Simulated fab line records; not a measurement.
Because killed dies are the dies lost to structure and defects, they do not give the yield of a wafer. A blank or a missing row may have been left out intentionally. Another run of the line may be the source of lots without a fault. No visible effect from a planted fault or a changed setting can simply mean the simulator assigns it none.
Matching of chambers || flow n5-finfet || N5_BEOL_M0_SAQP_SPACER2_ALD_26 on ald-sin-01 has 4 sister chambers
The step deposits SiO2, target thk 15 nm, pulse time 1 s, purge time 2 s. 8 wafers are shown with their chamber, then 10 later ones without.

EACH WAFER AND ITS CHAMBER
{"wafer": "L090.1", "chamber": 3, "heater-power-w (W)": 451, "precursor-pulse-height-rel": 0.997}
{"wafer": "L090.2", "chamber": 1, "heater-power-w (W)": 472, "precursor-pulse-height-rel": 0.972}
{"wafer": "L090.3", "chamber": 2, "heater-power-w (W)": 477, "precursor-pulse-height-rel": 0.989}
{"wafer": "L090.4", "chamber": 0, "heater-power-w (W)": 451, "precursor-pulse-height-rel": 1.053}
{"wafer": "L090.5", "chamber": 1, "heater-power-w (W)": 476, "precursor-pulse-height-rel": 1.026}
{"wafer": "L090.6", "chamber": 0, "heater-power-w (W)": 465, "precursor-pulse-height-rel": 0.969}
{"wafer": "L091.3", "chamber": 2, "heater-power-w (W)": 489, "precursor-pulse-height-rel": 0.989}
{"wafer": "L091.4", "chamber": 3, "heater-power-w (W)": 459, "precursor-pulse-height-rel": 0.991}

WAFERS WHOSE CHAMBER IS MISSING
{"wafer": "L091.6", "heater-power-w (W)": 454, "precursor-pulse-height-rel": 1.021}
{"wafer": "L093.1", "heater-power-w (W)": 469, "precursor-pulse-height-rel": 0.990}
{"wafer": "L093.2", "heater-power-w (W)": 476, "precursor-pulse-height-rel": 1.014}
{"wafer": "L093.3", "heater-power-w (W)": 449, "precursor-pulse-height-rel": 1.008}
{"wafer": "L093.4", "heater-power-w (W)": 475, "precursor-pulse-height-rel": 1.042}
{"wafer": "L093.5", "heater-power-w (W)": 479, "precursor-pulse-height-rel": 0.971}
{"wafer": "L093.6", "heater-power-w (W)": 466, "precursor-pulse-height-rel": 1.036}
{"wafer": "L097.1", "heater-power-w (W)": 474, "precursor-pulse-height-rel": 0.999}
{"wafer": "L097.3", "heater-power-w (W)": 464, "precursor-pulse-height-rel": 0.985}
{"wafer": "L097.4", "heater-power-w (W)": 484, "precursor-pulse-height-rel": 0.978}

CHAMBER TAKEN BY EACH
{"wafer": "L091.6", "from the rows above": "can't be placed: 0 or 3", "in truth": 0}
{"wafer": "L093.1", "from the rows above": "can't be placed: 1 or 0 or 2 or 3", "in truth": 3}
{"wafer": "L093.2", "from the rows above": "can't be placed: 1 or 2 or 0", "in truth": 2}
{"wafer": "L093.3", "from the rows above": "can't be placed: 3 or 0", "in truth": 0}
{"wafer": "L093.4", "from the rows above": "can't be placed: 1 or 2 or 0 or 3", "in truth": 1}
{"wafer": "L093.5", "from the rows above": "can't be placed: 2 or 1", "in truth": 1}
{"wafer": "L093.6", "from the rows above": "can't be placed: 0 or 1 or 3 or 2", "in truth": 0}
{"wafer": "L097.1", "from the rows above": "can't be placed: 1 or 2", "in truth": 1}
{"wafer": "L097.3", "from the rows above": "can't be placed: 0 or 3 or 1 or 2", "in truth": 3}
{"wafer": "L097.4", "from the rows above": "can't be placed: 2 or 1", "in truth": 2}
Correctly placed: 0 of 10. Not placeable from these rows: 10 (in 10, the candidates include the true chamber). Number placed wrongly: 0.
How it was worked out, from the rows above alone: a wafer's distance from a chamber is the root of the sum, over the readings, of the square of ((its reading less the chamber's mean) divided by the reading's scatter). The wafer belongs to the nearest chamber; if the next one is less than 2 further off, it can't be placed. For every chamber, the mean is computed from those of its wafers that are shown. The scatter: take each reading less its chamber's mean, square it, sum over the shown wafers, divide by the number of wafers less the number of chambers, and take the root.
